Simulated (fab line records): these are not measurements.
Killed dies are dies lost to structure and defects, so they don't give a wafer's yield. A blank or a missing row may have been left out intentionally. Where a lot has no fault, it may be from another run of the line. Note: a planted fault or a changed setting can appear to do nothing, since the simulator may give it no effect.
fab line records	flow n5-finfet
record lots=4	wafers=12	last-day=18
route steps=1938 shown BEOL_M1@789 PASSIVATION@1936
lots that met no fault: taken from a fault-free run of the same line
start-h: the number of hours between the record's first day and the start of the first shown wafer of the lot	wait-h: how many hours have passed since the lot's step before this one	" same as the row above	L1.1+2: several wafers, shown together as one row	- either no value or no given start	* or withheld: withheld	< > ~ a bound
route shown NAME@n: NAME is a module with steps in the file, n the number in the route of the first one	usual: mean/standard deviation taken from wafers without a fault	same: alike in all rows	chamber/n: place in a boat	sites: per-site readings	_std_site: standard deviation of those values	_edge_site: the outer-site mean with the inner-site mean subtracted	radius-mm: for every site, how far away it sits from the centre of the wafer	mask NAME#n: copy n	behind: the most recent tool/chamber to have shaped the wafer	hold: cause of the lot's hold/its duration in hours/its outcome	device: the transistor (n, p or np) that didn't switch	end of line: tests of these same wafers at the route's end	for a step that has no rows: nothing shown but its recipe	killed: count of dies lost to structure and defects at first sort (not the wafer's yield)	map: per-die view of a wafer (x killed, . not killed, _ where there is no die)
set.NAME: the run value of the setting; set.NAME@STEP: its run value at that earlier step	model.NAME: the simulator's own value behind a step, which no gauge read
lots at some steps of the route; a table a step, a row a wafer
services: the hour from which a tool's chamber was out of use, counted from the record's first day as start-h (under 0 if before that day), plus the number of hours and why
## steps
# step N5_BEOL_M1_DESCUM_33
# recipe chemistry=O2	time-s=7	source-power-w=50	bias-power-w=20	pressure-mtorr=20	rf-frequency-hz=2.712e+07	temp-c=40	resist=CAR-EUV	o2-flow-sccm=225
# step N5_BEOL_M1_ETCH_77
# recipe chemistry=N2/H2	target=underlayer	target-depth-a=65	mask-material=CAR-EUV	time-s=5.2	ion-energy-ev=200	pressure-mtorr=30	source-w=840	bias-w=150	n2-flow-sccm=200	h2-flow-sccm=200	ends=cleared
# step N5_BEOL_M1_ETCH_69
# recipe chemistry=CF4	target=SiARC	target-depth-a=156	mask-material=CAR-EUV	time-s=26	ion-energy-ev=80	pressure-mtorr=40	source-w=545	bias-w=36	Ar_flow_sccm=100	cf4-flow-sccm=100	ends=cleared
# step N5_BEOL_M1_ALD_98
# recipe material=SiO2	target-thk-a=25	temp-c=100	ald-precursor-family=BDEAS	ald-co-reactant=O2-plasma	pulse-time-s=1	co-reactant-pulse-time-s=1	purge-time-s=2	co-reactant-purge-time-s=2	ald-cycles=17	pressure-torr=2
# step N5_BEOL_M1_ETCHBACK_99
# recipe chemistry=CHF3	target=SiO2	target-depth-a=50	time-s=10.4	source-w=215	bias-w=47	Ar_flow_sccm=200	CHF3_flow_sccm=12	ion-energy-ev=100	pressure-mtorr=30
# step N5_BEOL_M1_ETCH_70
# recipe chemistry=N2/H2	target=SOC	target-depth-a=800	overetch-a=160	mask-material=SiARC	temp-c=40	time-s=120	ion-energy-ev=200	pressure-mtorr=30	source-w=840	bias-w=150	n2-flow-sccm=200	h2-flow-sccm=200
# step N5_BEOL_M1_STRIP_71
# recipe chemistry=N2/H2	temp-c=40	n2-flow-sccm=200	h2-flow-sccm=200	rf-frequency-hz=6e+07
# step N5_BEOL_M1_STRIP_78
# recipe chemistry=N2/H2	temp-c=40	n2-flow-sccm=200	h2-flow-sccm=200	rf-frequency-hz=6e+07
# step N5_BEOL_M1_VIA_ETCH_34
# recipe chemistry=C4F6/O2	target-depth-a=678	mask-material=SOC	pressure-mtorr=15	ion-energy-ev=250	taper-deg=4	time-s=64.4	source-w=350	bias-w=170	Ar_flow_sccm=300	C4F6_flow_sccm=10	O2_flow_sccm=10
# step N5_BEOL_M1_STRIP_83
# recipe chemistry=C4F6/O2	resist=SiARC	rf-frequency-hz=6e+07
# step N5_BEOL_M1_STRIP_36
# recipe chemistry=N2/H2	power-w=450	temp-c=40	pressure-mtorr=20	rf-frequency-hz=6e+07	overash-fraction=0.3	bias-power-w=7	h2-frac=0.5	n2-flow-sccm=200	h2-flow-sccm=200
# step N5_BEOL_M1_TRENCH_ETCH_37
# recipe chemistry=C4F6/O2	target-depth-a=552.07	target=SiOC	time-s=29	ion-energy-ev=250	pressure-mtorr=30	source-w=355	bias-w=185	Ar_flow_sccm=300	C4F6_flow_sccm=10	O2_flow_sccm=10
# usual C4F6_flow_sccm=10.00/0.031	drypump-motor-current-A=5.6/0.43	oes-product-au=0.79/0.089	rf-fwd-power-W=349.2/1.7	rf-vpp-V=669/29	showerhead-plenum-p-Torr=2.83/0.082	throttle-valve-pct=20.93/0.21
lot.wafer	tool	chamber	start-h	wait-h	C4F6_flow_sccm	drypump-motor-current-A	oes-product-au	rf-fwd-power-W	rf-hours-counter-h	rf-vpp-V	showerhead-plenum-p-Torr	throttle-valve-pct
L472.2	rie-diel-03	3	140.97	-	10.01	6.4	0.92	349.7	35	659	2.93	21.18
L472.4	"	3	"	"	10.04	6.4	0.92	349.7	-	659	2.93	21.18
L472.6	"	2	"	"	10.02	5.3	0.67	348.2	-	673	2.81	20.90
L481.2	rie-diel-03	0	203.58	-	10.04	5.1	0.71	347.1	206	715	2.84	21.06
L481.3	"	3	"	"	10.00	6.4	0.88	349.1	58	658	2.92	21.21
L481.5	"	3	"	"	10.02	6.4	0.88	349.7	-	659	2.92	21.20
L483.1	rie-diel-03	1	205.27	-	9.99	5.4	0.88	350.9	29	718	3.03	20.97
L483.5	"	0	"	"	10.02	5.1	0.71	347.4	-	714	2.84	21.05
L483.6	"	3	"	"	9.98	6.4	0.88	348.5	-	658	2.92	21.22
L494.3	rie-diel-04	2	272.60	-	9.96	5.7	1.01	349.2	2	644	3.04	21.03
L494.4	"	1	"	"	10.01	5.3	0.69	349.3	234	644	2.81	20.88
L494.6	"	1	"	"	10.02	5.2	0.70	349.9	-	643	2.81	20.88
# step N5_BEOL_M1_ETCH_41
# recipe chemistry=CH3F/O2	target=SiCN	target-depth-a=319	taper-deg=2	time-s=57.8	ion-energy-ev=120	mask-material=TiN	pressure-mtorr=30	source-w=395	bias-w=75	Ar_flow_sccm=150	CH3F_flow_sccm=30	O2_flow_sccm=20
# step N5_BEOL_M1_STRIP_97
# recipe chemistry=N2/H2	time-s=10	power-w=450	temp-c=40	pressure-mtorr=20	rf-frequency-hz=6e+07	bias-power-w=7	n2-flow-sccm=200	h2-flow-sccm=200
# step N5_BEOL_M1_HM_STRIP_39
# recipe chemistry=peroxide-tin-strip	material=TiN	target-depth-a=250	temp-c=50	time-s=158
# step N5_BEOL_M1_SRD_40
# recipe time-s=30	temp-c=23	rinse-liquid=diw	dry=ipa-marangoni
# step N5_BEOL_M1_PRECLEAN_42
# recipe chemistry=residue-remover	time-s=60	temp-c=40
# step N5_BEOL_M1_SRD_43
# recipe time-s=30	temp-c=23	rinse-liquid=diw	dry=ipa-marangoni
# step N5_BEOL_M1_DEGAS_44
# recipe ambient=vacuum	temp-c=250	time-s=60
# step N5_BEOL_M1_PRE_CLEAN_45
# recipe gas=H2/He	time-s=30	temp-c=250
# step N5_BEOL_M1_ALD_84
# recipe material=TaN	target-thk-a=*	temp-c=275	ald-precursor-family=PDMAT	ald-co-reactant=NH3	pressure-torr=3	carrier-flow-sccm=1500	pulse-time-s=2	purge-time-s=3	co-reactant-purge-time-s=2	co-reactant-pulse-time-s=3	ald-cycles=30	precursor-vessel-temp-c=75	precursor-vessel-pressure-torr=26.25	precursor-vessel-carrier-sccm=1000
# step N5_BEOL_M1_SURFACE_TREAT_85
# recipe gas=Ar	time-s=*	ion-energy-ev=*	ion-current-ma-cm2=0.5	pressure-mtorr=*	ar-flow-sccm=30
# step N5_BEOL_M1_CVD_47
# recipe material=Co	target-thk-a=30	temp-c=withheld	precursor=CCTBA/H2	pressure-torr=30	time-s=223.8
# step N5_BEOL_M1_SPUTTER_48
# recipe material=Cu	target-thk-a=45	temp-c=-20	chamber-pressure-pa=0.07	power-w=withheld	time-s=8.29
# step N5_BEOL_M1_ANNEAL_49
# recipe temp-c=400	time-s=240	ambient=vacuum
# step N5_BEOL_M1_SPUTTER_79
# recipe material=Cu	target-thk-a=45	temp-c=-20	chamber-pressure-pa=0.07	power-w=withheld	time-s=8.29
# step N5_BEOL_M1_ANNEAL_80
# recipe temp-c=400	time-s=240	ambient=vacuum
# step N5_BEOL_M1_SPUTTER_81
# recipe material=Cu	target-thk-a=45	temp-c=-20	chamber-pressure-pa=0.07	power-w=withheld	time-s=8.29
# step N5_BEOL_M1_ANNEAL_82
# recipe temp-c=400	time-s=240	ambient=vacuum
# step N5_BEOL_M1_SPUTTER_86
# recipe material=Cu	target-thk-a=45	temp-c=-20	chamber-pressure-pa=0.07	power-w=withheld	time-s=8.29
# step N5_BEOL_M1_ANNEAL_87
# recipe temp-c=400	time-s=240	ambient=vacuum
# step N5_BEOL_M1_SPUTTER_88
# recipe material=Cu	target-thk-a=45	temp-c=-20	chamber-pressure-pa=0.07	power-w=withheld	time-s=8.29
# step N5_BEOL_M1_ANNEAL_89
# recipe temp-c=400	time-s=240	ambient=vacuum
# step N5_BEOL_M1_SPUTTER_90
# recipe material=Cu	target-thk-a=45	temp-c=-20	chamber-pressure-pa=0.07	power-w=withheld	time-s=8.29
# step N5_BEOL_M1_ANNEAL_91
# recipe temp-c=400	time-s=240	ambient=vacuum
# step N5_BEOL_M1_SPUTTER_92
# recipe material=Cu	target-thk-a=45	temp-c=-20	chamber-pressure-pa=0.07	power-w=withheld	time-s=8.29
# step N5_BEOL_M1_ANNEAL_93
# recipe temp-c=400	time-s=240	ambient=vacuum
# step N5_BEOL_M1_SPUTTER_94
# recipe material=Cu	target-thk-a=45	temp-c=-20	chamber-pressure-pa=0.07	power-w=withheld	time-s=8.29
# step N5_BEOL_M1_ANNEAL_95
# recipe temp-c=400	time-s=240	ambient=vacuum
# step N5_PASSIVATION_PROBE_49
# usual defect-limited-yield=91.7/1.4	killed_at_M0_to_M3=31/11	killed_at_M4_up=13/4.6	killed-at-contacts=13/6.7	killed-at-front-end=39/9.6	killed-at-other=3.5/2.8	killed-dies=98/16	killed-open=64/11	killed-short=33/8.5	sort_bin_5_function=4.9/0.96	sort_bin_6_memory=3.1/0.59	sort_bin_8_speed=0.2/1.3	sort-n-pass=1080/23	sort-yield-pct=91.5/1.9
# same gross-dies=1180	killed-at-back-side=0	sort_bin_4_leakage[%]=0
lot.wafer	tool	chamber	start-h	wait-h	defect-limited-yield[%]	killed_at_M0_to_M3	killed_at_M4_up	killed-at-contacts	killed-at-front-end	killed-at-other	killed-dies	killed-open	killed-short	sort_bin_5_function[%]	sort_bin_6_memory[%]	sort_bin_8_speed[%]	sort-n-pass	sort-yield-pct[%]
L481.2	prober-01	-	343.66	0.1	85.3	104	13	12	40	4	173	60	44	10.3	3.2	0	1007	85.3
L481.3	prober-01	-	343.71	0.1	84.2	124	24	8	29	1	186	61	38	10.2	4.3	0	994	84.2
L481.5	prober-01	-	343.81	0.2	82.5	136	12	13	43	2	206	75	42	11.6	4.2	0	974	82.5
L483.1	prober-01	-	362.21	0.0	85.6	104	9	21	31	5	170	64	32	8.7	4.7	0	1010	85.6
L483.5	prober-01	-	362.41	0.2	87.3	88	14	13	35	0	150	56	25	8.4	3.0	0	1030	87.3
L483.6	prober-01	-	362.46	0.3	85.1	121	8	17	30	0	176	56	22	9.8	3.6	0	1004	85.1
# killed by level:class
L481.2 BEOL_M1:unspecified=69 BEOL_M0_SAQP:geometric-particle:short=14 STI_FIN_REVEAL:geometric-particle:open=10 FIN_SAQP:geometric-particle:open=8 MOL_CONTACT_COAG:geometric-particle:open=7 STARTING-WAFER:geometric-particle:short=6 MOL_CONTACT_COAG:geometric-particle:short=5 BEOL_M0_SAQP:geometric-particle:open=5
L481.3 BEOL_M1:unspecified=87 BEOL_M4:geometric-particle:open=11 BEOL_M0_SAQP:geometric-particle:open=10 BEOL_M0_SAQP:geometric-particle:short=10 FIN_SAQP:geometric-particle:open=8 FIN_SAQP:geometric-particle:short=7 BEOL_M8:geometric-particle:open=7 BEOL_M1:geometric-particle:open=6
L481.5 BEOL_M1:unspecified=89 BEOL_M0_SAQP:geometric-particle:short=12 FIN_SAQP:geometric-particle:short=11 BEOL_M0_SAQP:geometric-particle:open=11 FIN_SAQP:geometric-particle:open=10 STI_FIN_REVEAL:geometric-particle:open=10 MOL_CONTACT_COAG:geometric-particle:open=10 BEOL_M0:geometric-particle:open=9
L483.1 BEOL_M1:unspecified=74 MOL_CONTACT_COAG:geometric-particle:open=16 FIN_SAQP:geometric-particle:short=7 BEOL_M2:geometric-particle:open=7 BEOL_M0_SAQP:geometric-particle:open=6 BEOL_M0_SAQP:geometric-particle:short=6 FIN_SAQP:geometric-particle:open=5 STI_FIN_REVEAL:geometric-particle:open=5
L483.5 BEOL_M1:unspecified=69 MOL_CONTACT_COAG:geometric-particle:open=12 STI_FIN_REVEAL:geometric-particle:open=9 BEOL_M4:geometric-particle:open=8 BEOL_M0_SAQP:geometric-particle:short=7 FIN_SAQP:geometric-particle:open=6 FIN_SAQP:geometric-particle:short=6 BEOL_M2:geometric-particle:open=5
L483.6 BEOL_M1:unspecified=98 MOL_CONTACT_COAG:geometric-particle:open=16 BEOL_M2:geometric-particle:open=8 STI_FIN_REVEAL:geometric-particle:open=6 FIN_SAQP:geometric-particle:open=5 FIN_SAQP:geometric-particle:short=4 BEOL_M0_SAQP:geometric-particle:open=4 STARTING-WAFER:geometric-particle:short=3
# map L481.5 (x killed, . not)
_________________....x...x...________________
______________.x...x..x..x.x...._____________
___________.......x......x.........__________
__________................x.....x..._________
________..x.................x........._______
_______.....................x..xxx.....______
______.x....x....x................x...x._____
_____.......xx.....x...................x.____
____.x...x.................x..x.xx........___
___................x.......................__
___...x...................x................__
__.........x.........x....x.x..x..x...x....._
__......xx.x...x.x....x.x..xx.x.........xx.._
_......................xxx.x....x.xx.........
_.....xxx.........x..xxxxxxxxx...x...x..x....
_......x..x....x..xxxx.xxxxxxxxx...........x.
_.............x....xx.xxxxxxxxxxxx...........
_....................x.xxxxxxxxx.x..........x
_...x........x..x.....xxxxxxxxx......x.....x.
_x...................xxx.xxxxxx..x.....x.x..x
_.........x...........xxx.xxx............x...
__.....................xx.xxx.x.x...x......._
__..x................x....x..x....x........._
___......x....x..x.......x..x..x...........__
___.................x.......x......x.x.....__
____....x.......x...............x......x.x___
_____x.x........x..x......x...........x..____
______..........x.....x.......x...x.x..._____
_______..x......x...x..................______
________.........................x...._______
__________......x......x...x........_________
___________.........x..............__________
______________.....x....x......._____________
_________________............________________
# map L483.6 (x killed, . not)
_________________............________________
______________..x..x.........x.._____________
___________..x..x...x.......x..x...__________
__________...............x.........._________
________.......x......................_______
_______...xx.................x.........______
______.x.............x.........x...x...._____
_____x...................................____
____......................................___
___...................................x....__
___....x.......x...x....x....x.............__
__...................x....x.x.x......x.x...._
__...x......x........xxx.x.x.x..x..........._
_.....................xxxxxxx.x..x.....x.....
_....................xx.xxxxxxxxxx.......x...
_....................xxxxxxxxxxxx............
_....x..........xx.x.xxxxxxxxxxxx..x.......x.
_.......x......x.....xx.xxxxxxx.xx...........
_......x...........xxxxxxxxxxxxx.............
_...x....x..........xxxxxxxxxxxx.xx..........
_.....................x.xx..x.x...x.x........
__x........x.............x.xx..............._
__..........x.........x.x.xx..x.......x...x._
___.....................................x..__
___....x.....x.x.......x...................__
____....x........x........................___
_____......x..................x..........____
______........x................x...x...._____
_______..............x.................______
________.x............................_______
__________....x.............x......._________
___________............x...x.......__________
______________.x.x.............x_____________
_________________............________________
## services
tool	chamber	start-h	hours	kind
rie-diel-03	1	146.18	2.5	repair
rie-diel-03	-	159.37	0.7	repair
rie-diel-03	2	161.15	-	clean
rie-diel-03	2	161.15	-	consumable-replace:focus-ring
rie-diel-03	2	161.15	13.2	scheduled-down
rie-diel-03	2	161.15	13.2	vent-cycle
rie-diel-04	-	188.17	14.6	pm
rie-diel-03	-	239.00	15.6	pm
rie-diel-04	2	254.55	-	clean
rie-diel-04	2	254.55	-	consumable-replace:focus-ring
rie-diel-04	2	254.55	-	consumable-replace:showerhead
rie-diel-04	2	254.55	11.3	scheduled-down
rie-diel-04	2	254.55	11.3	vent-cycle
## key
first-sign step=N5_PASSIVATION_PROBE_49	reading=killed_at_M0_to_M3	direction=up	sigmas=7.4	usual=31	struck=113
effect step=N5_PASSIVATION_PROBE_49	reading=killed-dies	direction=up	sigmas=4.9	usual=98	struck=177
more-kills-born-at N5_BEOL_M1_TRENCH_ETCH_37@rie-diel-03=486
met-at N5_BEOL_M1_TRENCH_ETCH_37
struck-wafers L481.2,L481.3,L481.5,L483.1,L483.5,L483.6
onset-between 140.97 203.58
fault kind=chamber-particle-source	tool=rie-diel-03	chamber=-	onset-h=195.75	steps=N5_BEOL_M1_TRENCH_ETCH_37	rate-per-visit-cm2=0.39406	end-h=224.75
